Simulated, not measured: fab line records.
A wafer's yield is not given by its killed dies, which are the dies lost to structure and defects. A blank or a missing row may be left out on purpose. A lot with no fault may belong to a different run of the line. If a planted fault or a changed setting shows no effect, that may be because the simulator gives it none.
The tool behind it: which one? || flow n5 finfet || Sampling: 13 lots, 30 wafers, 4 of 1938 route steps

== WHAT THE GAUGES SHOWED, per wafer ==
N5_STI_FIN_REVEAL_CD_MEAS_22: target cd 6.238 nm, pitch 28 nm. Usual: cd nm reads 6.16 nm (standard deviation 0.25).
{"lot": "L815", "measured": "day 2 14:10", "on": "cd sem-01", "cd nm (nm)": "5.75 5.99 6.65", "flag": ""}
{"lot": "L816", "measured": "day 2 19:30", "on": "cd sem-01", "cd nm (nm)": "6.01 6.49", "flag": ""}
{"lot": "L817", "measured": "day 3 00:43", "on": "cd sem-01", "cd nm (nm)": "5.96 5.93 6.23", "flag": ""}
{"lot": "L818", "measured": "day 3 07:47", "on": "cd sem-03", "cd nm (nm)": "6.59 6.03 6.00", "flag": ""}
{"lot": "L819", "measured": "day 3 12:40", "on": "cd sem-03", "cd nm (nm)": "5.97 6.29 6.39", "flag": ""}
{"lot": "L820", "measured": "day 3 18:26", "on": "cd sem-02", "cd nm (nm)": "6.54 6.55", "flag": ""}
{"lot": "L821", "measured": "day 4 01:07", "on": "cd sem-02", "cd nm (nm)": "6.02 6.46", "flag": ""}
{"lot": "L824", "measured": "day 4 19:19", "on": "cd sem-02", "cd nm (nm)": 5.98, "flag": ""}
{"lot": "L825", "measured": "day 5 01:29", "on": "cd sem-03", "cd nm (nm)": 6.01, "flag": ""}
{"lot": "L826", "measured": "day 5 08:43", "on": "cd sem-01", "cd nm (nm)": 6.61, "flag": ""}
{"lot": "L831", "measured": "day 6 14:28", "on": "cd sem-01", "cd nm (nm)": "5.86 5.79 5.84", "flag": ""}
{"lot": "L833", "measured": "day 7 01:27", "on": "cd sem-01", "cd nm (nm)": "5.80 5.77 6.22", "flag": ""}
{"lot": "L837", "measured": "day 8 02:53", "on": "cd sem-01", "cd nm (nm)": "6.17 6.00 6.19", "flag": ""}

N5_STI_FIN_REVEAL_INSPECT_13: inspects for defects (darkfield). Usual: raw defect count reads 10 (standard deviation 5).
{"lot": "L815", "measured": "day 2 14:17", "on": "defect inspect-01", "raw defect count": "12 19 9", "flag": ""}
{"lot": "L816", "measured": "day 2 19:37", "on": "defect inspect-01", "raw defect count": "11 11", "flag": ""}
{"lot": "L817", "measured": "day 3 00:49", "on": "defect inspect-02", "raw defect count": "9 11 15", "flag": ""}
{"lot": "L818", "measured": "day 3 07:55", "on": "defect inspect-02", "raw defect count": "10 11 5", "flag": ""}
{"lot": "L819", "measured": "day 3 12:47", "on": "defect inspect-01", "raw defect count": "9 21 4", "flag": ""}
{"lot": "L820", "measured": "day 3 18:33", "on": "defect inspect-02", "raw defect count": "6 6", "flag": ""}
{"lot": "L821", "measured": "day 4 01:14", "on": "defect inspect-02", "raw defect count": "12 10", "flag": ""}
{"lot": "L824", "measured": "day 4 19:26", "on": "defect inspect-01", "raw defect count": 673, "flag": "OFF"}
{"lot": "L825", "measured": "day 5 01:36", "on": "defect inspect-02", "raw defect count": 618, "flag": "OFF"}
{"lot": "L826", "measured": "day 5 08:50", "on": "defect inspect-02", "raw defect count": 651, "flag": "OFF"}
{"lot": "L831", "measured": "day 6 14:35", "on": "defect inspect-01", "raw defect count": "14 9 9", "flag": ""}
{"lot": "L833", "measured": "day 7 01:34", "on": "defect inspect-02", "raw defect count": "11 10 14", "flag": ""}
{"lot": "L837", "measured": "day 8 03:00", "on": "defect inspect-02", "raw defect count": "14 19 12", "flag": ""}

== WHAT TOOL EACH LOT RAN ON (gives the tool, then ch and the chambers of the sampled wafers, and finally the start) ==
{"lot": "L815", "N5_STI_FIN_REVEAL_STRIP_24": "rie diel-03 ch 0,1,2, day 2 11:17", "N5_STI_FIN_REVEAL_RECESS_09": "vapor etch-02 ch 0,1, day 2 11:30"}
{"lot": "L816", "N5_STI_FIN_REVEAL_STRIP_24": "rie diel-04 ch 1,3, day 2 16:37", "N5_STI_FIN_REVEAL_RECESS_09": "vapor etch-02 ch 0,1, day 2 16:50"}
{"lot": "L817", "N5_STI_FIN_REVEAL_STRIP_24": "rie diel-03 ch 0,1,2, day 2 21:49", "N5_STI_FIN_REVEAL_RECESS_09": "vapor etch-02 ch 0,1, day 2 22:33"}
{"lot": "L818", "N5_STI_FIN_REVEAL_STRIP_24": "rie diel-02 ch 0,3, day 3 04:54", "N5_STI_FIN_REVEAL_RECESS_09": "vapor etch-02 ch 0,1, day 3 05:07"}
{"lot": "L819", "N5_STI_FIN_REVEAL_STRIP_24": "rie diel-04 ch 1,2, day 3 09:44", "N5_STI_FIN_REVEAL_RECESS_09": "vapor etch-01 ch 0,1, day 3 09:57"}
{"lot": "L820", "N5_STI_FIN_REVEAL_STRIP_24": "rie diel-02 ch 1,3, day 3 15:33", "N5_STI_FIN_REVEAL_RECESS_09": "vapor etch-01 ch 0,1, day 3 16:18"}
{"lot": "L821", "N5_STI_FIN_REVEAL_STRIP_24": "rie diel-03 ch 1,3, day 3 22:12", "N5_STI_FIN_REVEAL_RECESS_09": "vapor etch-01 ch 0,1, day 3 23:30"}
{"lot": "L824", "N5_STI_FIN_REVEAL_STRIP_24": "rie diel-04 ch 3, day 4 16:17", "N5_STI_FIN_REVEAL_RECESS_09": "vapor etch-02 ch 1, day 4 16:30"}
{"lot": "L825", "N5_STI_FIN_REVEAL_STRIP_24": "rie diel-04 ch 3, day 4 22:36", "N5_STI_FIN_REVEAL_RECESS_09": "vapor etch-02 ch 1, day 4 23:20"}
{"lot": "L826", "N5_STI_FIN_REVEAL_STRIP_24": "rie diel-02 ch 0, day 5 05:49", "N5_STI_FIN_REVEAL_RECESS_09": "vapor etch-02 ch 1, day 5 06:33"}
{"lot": "L831", "N5_STI_FIN_REVEAL_STRIP_24": "rie diel-03 ch 1,2,3, day 6 11:34", "N5_STI_FIN_REVEAL_RECESS_09": "vapor etch-01 ch 0, day 6 11:47"}
{"lot": "L833", "N5_STI_FIN_REVEAL_STRIP_24": "rie diel-04 ch 0,2, day 6 22:23", "N5_STI_FIN_REVEAL_RECESS_09": "vapor etch-01 ch 0,1, day 6 22:43"}
{"lot": "L837", "N5_STI_FIN_REVEAL_STRIP_24": "rie diel-02 ch 0,1, day 7 23:58", "N5_STI_FIN_REVEAL_RECESS_09": "vapor etch-01 ch 0,1, day 8 00:10"}
- N5_STI_FIN_REVEAL_STRIP_24: strips in N2/H2, time 90 s.
- N5_STI_FIN_REVEAL_RECESS_09: chemistry HF/NH3, target SiO2, afs cycles 11, target depth 42.5 nm, sublimation time 60 s.

== AS READ BY THE TOOLS THEMSELVES (means over the sampled wafers that have a number; for cases with no such wafer, the mark the record gives instead) ==
N5_STI_FIN_REVEAL_STRIP_24. Usual: drypump motor current A 5.8 A, standard deviation 0.44; oes product au 0.80 a.u., standard deviation 0.11; rf vpp V 45.2 V, standard deviation 0.76; showerhead plenum p Torr 3.33 Torr, standard deviation 0.084; throttle valve pct 12.3 %, standard deviation 0.31.
{"lot": "L815", "tool": "rie diel-03", "drypump motor current A (A)": 5.6, "oes product au (a.u.)": 0.69, "rf vpp V (V)": 45.2, "showerhead plenum p Torr (Torr)": 3.34, "throttle valve pct (%)": 12.6, "flag": ""}
{"lot": "L816", "tool": "rie diel-04", "drypump motor current A (A)": 6.1, "oes product au (a.u.)": 0.85, "rf vpp V (V)": 45.5, "showerhead plenum p Torr (Torr)": 3.42, "throttle valve pct (%)": 12.2, "flag": ""}
{"lot": "L817", "tool": "rie diel-03", "drypump motor current A (A)": 5.5, "oes product au (a.u.)": 0.69, "rf vpp V (V)": 45.4, "showerhead plenum p Torr (Torr)": 3.34, "throttle valve pct (%)": 12.6, "flag": ""}
{"lot": "L818", "tool": "rie diel-02", "drypump motor current A (A)": 5.6, "oes product au (a.u.)": 0.70, "rf vpp V (V)": 44.2, "showerhead plenum p Torr (Torr)": 3.30, "throttle valve pct (%)": 12.5, "flag": ""}
{"lot": "L819", "tool": "rie diel-04", "drypump motor current A (A)": 6.1, "oes product au (a.u.)": 0.92, "rf vpp V (V)": 45.3, "showerhead plenum p Torr (Torr)": 3.39, "throttle valve pct (%)": 11.8, "flag": ""}
{"lot": "L820", "tool": "rie diel-02", "drypump motor current A (A)": 6.1, "oes product au (a.u.)": 0.69, "rf vpp V (V)": 44.7, "showerhead plenum p Torr (Torr)": 3.26, "throttle valve pct (%)": 12.5, "flag": ""}
{"lot": "L821", "tool": "rie diel-03", "drypump motor current A (A)": 5.4, "oes product au (a.u.)": 0.72, "rf vpp V (V)": 45.1, "showerhead plenum p Torr (Torr)": 3.30, "throttle valve pct (%)": 12.5, "flag": ""}
{"lot": "L824", "tool": "rie diel-04", "drypump motor current A (A)": 6.4, "oes product au (a.u.)": 0.70, "rf vpp V (V)": 45.6, "showerhead plenum p Torr (Torr)": 3.49, "throttle valve pct (%)": 12.6, "flag": ""}
{"lot": "L825", "tool": "rie diel-04", "drypump motor current A (A)": 6.4, "oes product au (a.u.)": 0.70, "rf vpp V (V)": 45.7, "showerhead plenum p Torr (Torr)": 3.49, "throttle valve pct (%)": 12.6, "flag": ""}
{"lot": "L826", "tool": "rie diel-02", "drypump motor current A (A)": 5.6, "oes product au (a.u.)": 0.68, "rf vpp V (V)": 45.3, "showerhead plenum p Torr (Torr)": 3.47, "throttle valve pct (%)": 12.6, "flag": ""}
{"lot": "L831", "tool": "rie diel-03", "drypump motor current A (A)": 5.5, "oes product au (a.u.)": 0.78, "rf vpp V (V)": 45.1, "showerhead plenum p Torr (Torr)": 3.29, "throttle valve pct (%)": 12.4, "flag": ""}
{"lot": "L833", "tool": "rie diel-04", "drypump motor current A (A)": 5.5, "oes product au (a.u.)": 0.83, "rf vpp V (V)": 44.9, "showerhead plenum p Torr (Torr)": 3.32, "throttle valve pct (%)": 12.2, "flag": ""}
{"lot": "L837", "tool": "rie diel-02", "drypump motor current A (A)": 6.4, "oes product au (a.u.)": 0.92, "rf vpp V (V)": 45.1, "showerhead plenum p Torr (Torr)": 3.35, "throttle valve pct (%)": 11.9, "flag": ""}

N5_STI_FIN_REVEAL_RECESS_09. Usual: drypump motor current A 5.8 A, standard deviation 0.47; sublimation temp c 179.99 C, standard deviation 0.15.
{"lot": "L815", "tool": "vapor etch-02", "drypump motor current A (A)": 6.0, "sublimation temp c (C)": 180.11, "flag": ""}
{"lot": "L816", "tool": "vapor etch-02", "drypump motor current A (A)": 5.8, "sublimation temp c (C)": 179.71, "flag": ""}
{"lot": "L817", "tool": "vapor etch-02", "drypump motor current A (A)": 6.0, "sublimation temp c (C)": 180.01, "flag": ""}
{"lot": "L818", "tool": "vapor etch-02", "drypump motor current A (A)": 6.1, "sublimation temp c (C)": 180.01, "flag": ""}
{"lot": "L819", "tool": "vapor etch-01", "drypump motor current A (A)": 5.6, "sublimation temp c (C)": 180.08, "flag": ""}
{"lot": "L820", "tool": "vapor etch-01", "drypump motor current A (A)": 5.7, "sublimation temp c (C)": 179.81, "flag": ""}
{"lot": "L821", "tool": "vapor etch-01", "drypump motor current A (A)": 5.7, "sublimation temp c (C)": 180.04, "flag": ""}
{"lot": "L824", "tool": "vapor etch-02", "drypump motor current A (A)": 6.4, "sublimation temp c (C)": 179.77, "flag": ""}
{"lot": "L825", "tool": "vapor etch-02", "drypump motor current A (A)": 6.4, "sublimation temp c (C)": 180.30, "flag": ""}
{"lot": "L826", "tool": "vapor etch-02", "drypump motor current A (A)": 6.4, "sublimation temp c (C)": 180.06, "flag": ""}
{"lot": "L831", "tool": "vapor etch-01", "drypump motor current A (A)": 5.5, "sublimation temp c (C)": 180.11, "flag": ""}
{"lot": "L833", "tool": "vapor etch-01", "drypump motor current A (A)": 5.6, "sublimation temp c (C)": 179.98, "flag": ""}
{"lot": "L837", "tool": "vapor etch-01", "drypump motor current A (A)": 5.7, "sublimation temp c (C)": 180.00, "flag": ""}

== THE ANSWER, worked out from the rows above alone ==
Rule: take the mean of a lot's wafers that have a number; if it is more than 3 standard deviations from the usual mean, the lot is off. Also off: a lot with no number at a reading for which 4 or more lots have one. Where the step has rows for the other lots, those lots are counted as sound. Order of review: gauges by route order, followed by the tools' own readings, for which a lot's mean as printed above is used. The first step at which some lot is off is used, and at that step the reading that is off furthest; a lot without a number counts as furthest.
Off: L824, L825, L826 (N5_STI_FIN_REVEAL_INSPECT_13, raw defect count).
A tool fits if, at a process step before that reading, it ran every lot that is off, and no sound lot after the first of them. Gauges at N5_STI_FIN_REVEAL_INSPECT_13: tried the same way as those tools. One candidate fits, namely vapor etch-02 at N5_STI_FIN_REVEAL_RECESS_09. A fault onset in the window from L818 (day 3 05:07, its last sound lot) to L824 (day 4 16:30, its first lot off) fits.

== WHAT THE SIMULATOR HAD PUT IN ==
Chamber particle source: vapor etch-02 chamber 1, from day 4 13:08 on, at N5_STI_FIN_REVEAL_RECESS_09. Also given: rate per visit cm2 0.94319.
Shown lots that were struck: L824, L825, L826. This agrees with what the rule above found.
